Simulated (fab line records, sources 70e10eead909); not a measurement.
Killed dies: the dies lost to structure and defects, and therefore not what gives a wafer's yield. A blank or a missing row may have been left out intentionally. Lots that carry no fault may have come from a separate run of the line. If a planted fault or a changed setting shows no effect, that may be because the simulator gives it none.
Struck lot and sound lot, side by side || flow nand_harc || 15 steps out of a route of 1159
Sound: wafers L122.1, L122.2, L122.3. Struck: wafer L138.1 (left out: L138.3, L138.6 of the same lot, which were not struck); the cause appears at the end.
Each step with rows lists, per side, the tool, then ch with its chambers, then its first start. Under that, the readings that differ: sound wafers || struck wafers || difference of the means || sigmas: that difference in standard deviations of wafers without a fault.
alike: readings with means less than 2 such deviations apart, plus words and numbers identical on both sides. not compared: withheld readings, readings lacking a value on some wafer, bounds such as >300 that could conceal the same value, and numbers that have no deviation in the record and whose values overlap.
Wherever a step has rows on one side only, a row that says differs or no value, or a row with sigmas, the two part there. Numbers that have no deviation but don't overlap get no sigmas and don't part them. A reading missing from all wafers of one side parts the sides only when that side holds two or more wafers.

first, 1 step without rows for these wafers: NHARC_A_ONON_D1_DEP_03 (target thk 1000 nm).
NHARC_A_ONON_D1_THK_MEAS_05: measures by ellipsometry.
  sound: film_metro-02 at day 8 22:31; struck: film_metro-01 at day 12 22:21
  alike: thk_nm
then NHARC_A_ONON_D1_DEP_06 (target thk 1000 nm), 1 step lacking rows for these wafers.
NHARC_A_ONON_D1_THK_MEAS_08: measures by ellipsometry.
  sound: film_metro-02 at day 8 23:05; struck: film_metro-01 at day 12 22:55
  alike: thk_nm
then NHARC_A_ONON_D1_DEP_09 (target thk 1000 nm), 1 step lacking rows for these wafers.
NHARC_A_ONON_D1_THK_MEAS_11: measures by ellipsometry.
  sound: film_metro-02 at day 8 23:39; struck: film_metro-01 at day 12 23:29
  alike: thk_nm
then NHARC_A_ONON_D1_DEP_12 (target thk 1000 nm), 1 step lacking rows for these wafers.
NHARC_A_ONON_D1_THK_MEAS_14: measures by ellipsometry.
  sound: film_metro-02 at day 9 00:13; struck: film_metro-02 at day 13 00:03
  alike: thk_nm
then, 2 steps without rows for these wafers: NHARC_A_ONON_D1_ANNEAL_15 (time 3600 s); NHARC_A_ONON_D1_DEP_16 (target thk 1000 nm).
NHARC_A_ONON_D1_THK_MEAS_18: measures by ellipsometry.
  sound: film_metro-01 at day 9 07:29; struck: film_metro-02 at day 13 07:15
  alike: thk_nm
NHARC_A_ONON_D1_DEP_19: target thk 1000 nm.
  sound on pecvd_onon-03 ch 0, day 9 07:40; struck on pecvd_onon-03 ch 0, day 13 07:18
  alike: n2o_flow_sccm
NHARC_A_ONON_D1_THK_MEAS_21: measures by ellipsometry.
  sound: film_metro-02 at day 9 08:11; struck: film_metro-01 at day 13 07:49
{"reading": "thk_nm (nm)", "sound": "997 998 998", "struck": 1585, "difference": "+587", "sigmas": "+69"}
then NHARC_A_ONON_D1_DEP_22 (target thk 1000 nm), 1 step lacking rows for these wafers.
-- record jumps: 11 days between struck wafers' starts before vs after; left off in module A_ONON_D1, resumes in module END, first step shown is number 1159 of the route --
NHARC_END_SORT_01:
  sound on prober-02 ch 0, day 20 19:34; struck on prober-02 ch 0, day 24 17:20
{"reading": "killed_at_array", "sound": "19 32 32", "struck": 674, "difference": "+646", "sigmas": "+73"}
{"reading": "killed_dies", "sound": "21 33 38", "struck": 677, "difference": "+646", "sigmas": "+73"}
{"reading": "killed_open", "sound": "3 4 10", "struck": 1, "difference": -5, "sigmas": -2}
  alike: killed_at_other, killed_at_periphery, killed_short

== WHERE THEY PART ==
Last at NHARC_END_SORT_01 as far as this record goes, first at NHARC_A_ONON_D1_THK_MEAS_21.

WHY: what the simulator had put in
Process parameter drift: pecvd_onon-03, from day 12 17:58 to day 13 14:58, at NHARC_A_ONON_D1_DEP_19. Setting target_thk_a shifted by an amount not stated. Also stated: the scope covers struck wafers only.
